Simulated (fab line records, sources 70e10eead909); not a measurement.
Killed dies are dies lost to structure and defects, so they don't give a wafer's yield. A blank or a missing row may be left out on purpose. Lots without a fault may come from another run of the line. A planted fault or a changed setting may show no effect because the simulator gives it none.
A struck lot beside a sound one | flow nand_harc | 15 steps out of a route of 1159
Sound: wafers L660.1, L660.4, L660.5. Struck: wafers L647.2, L647.4, L647.5. The cause comes at the end.
At each step with rows: each side's tool, then ch and its chambers, then its first start. Under that, the readings that differ: sound wafers | struck wafers | difference of the means | sigmas: that difference in standard deviations of wafers without a fault.
alike: readings whose means differ by less than 2 such deviations, and words and numbers that are the same on both sides. not compared: withheld readings, readings that some wafer has no value for, bounds like >300 that may hide the same value, and numbers for which the record gives no deviation and whose values overlap.
The two part at a step that has a row with sigmas, a row that says differs or no value, or rows on one side only. Numbers that don't overlap but have no deviation are shown without sigmas and don't part them. A reading that every wafer of one side lacks parts them only if that side has two wafers or more.

first, 4 steps without rows for these wafers: NHARC_THIN_TSV_EBR_29; NHARC_THIN_TSV_EXPOSE_30 (exposes mask PAD); NHARC_THIN_TSV_PEB_31 (peb time 85 s); NHARC_THIN_TSV_DEVELOP_32 (time 70 s).
NHARC_THIN_TSV_CD_MEAS_33: target cd 5000 nm.
  sound on cd_sem-03 ch 0, day 22 06:02; struck on cd_sem-02 ch 0, day 19 10:01
  alike: cd_nm
then, 1 step without rows for these wafers: NHARC_THIN_TSV_HARDBAKE_34 (time 80 s).
NHARC_THIN_TSV_DESCUM_35: chemistry O2, time 3 s.
  sound on rie_diel-06 ch 1,2, day 22 06:12; struck on rie_diel-01 ch 0,2,3, day 19 10:12
  alike: drypump_motor_current_A, o2_flow_sccm, oes_product_au, rf_vpp_V, showerhead_plenum_p_Torr, throttle_valve_pct
  not compared: rf_hours_counter_h
NHARC_THIN_TSV_ETCH_59: etches the open film in Cl2/BCl3, target depth 880 nm, time 138.1 s.
  sound on rie_metal-02 ch 1, day 22 06:19; struck on rie_metal-03 ch 1, day 19 10:22
  alike: drypump_motor_current_A, oes_product_au, throttle_valve_pct
  not compared: rf_hours_counter_h
NHARC_THIN_TSV_ETCH_36: etches the open film in Cl2/BCl3, target depth 65 nm, time 18.571 s.
  sound on rie_metal-02 ch 0,1, day 22 06:35; struck on rie_metal-03 ch 1, day 19 10:47
  alike: drypump_motor_current_A, oes_product_au
  not compared: rf_hours_counter_h
NHARC_THIN_TSV_STRIP_56: strips in O2.
  sound on plasma_asher-01 ch 1, day 22 06:44; struck on plasma_asher-01 ch 0,1, day 19 10:58
  alike: drypump_motor_current_A, heater_power_w, temp_c
  not compared: rf_hours_counter_h
then, 1 step without rows for these wafers: NHARC_THIN_TSV_STRIP_57 (strips in post etch residue remover, time 1200 s).
NHARC_THIN_TSV_CD_MEAS_37:
  sound on cd_sem-02, day 22 07:28; struck on cd_sem-01, day 19 11:43
  alike: cd_nm
NHARC_THIN_TSV_ANNEAL_58: time 1800 s.
  sound on furnace-07 ch 0, day 22 10:15; struck on furnace-07, day 19 13:07
  no value came back on the struck wafers for any of 5 readings (run_length_s (s), spike_tc_bottom_C (C) and others); on the sound wafers run_length_s (s) reads 1821 1821 1821
NHARC_THIN_TSV_INSPECT_40:
  sound on defect_inspect-02, day 22 11:41; struck on defect_inspect-02, day 19 14:34
  alike: raw_defect_count
NHARC_END_SORT_01:
  the record has rows for the struck wafers here (prober-01 ch 0, day 20 02:08) and none for the sound ones

WHERE THEY PART
First at NHARC_THIN_TSV_ANNEAL_58; last, within this record, at NHARC_END_SORT_01.

WHY: what the simulator had put in
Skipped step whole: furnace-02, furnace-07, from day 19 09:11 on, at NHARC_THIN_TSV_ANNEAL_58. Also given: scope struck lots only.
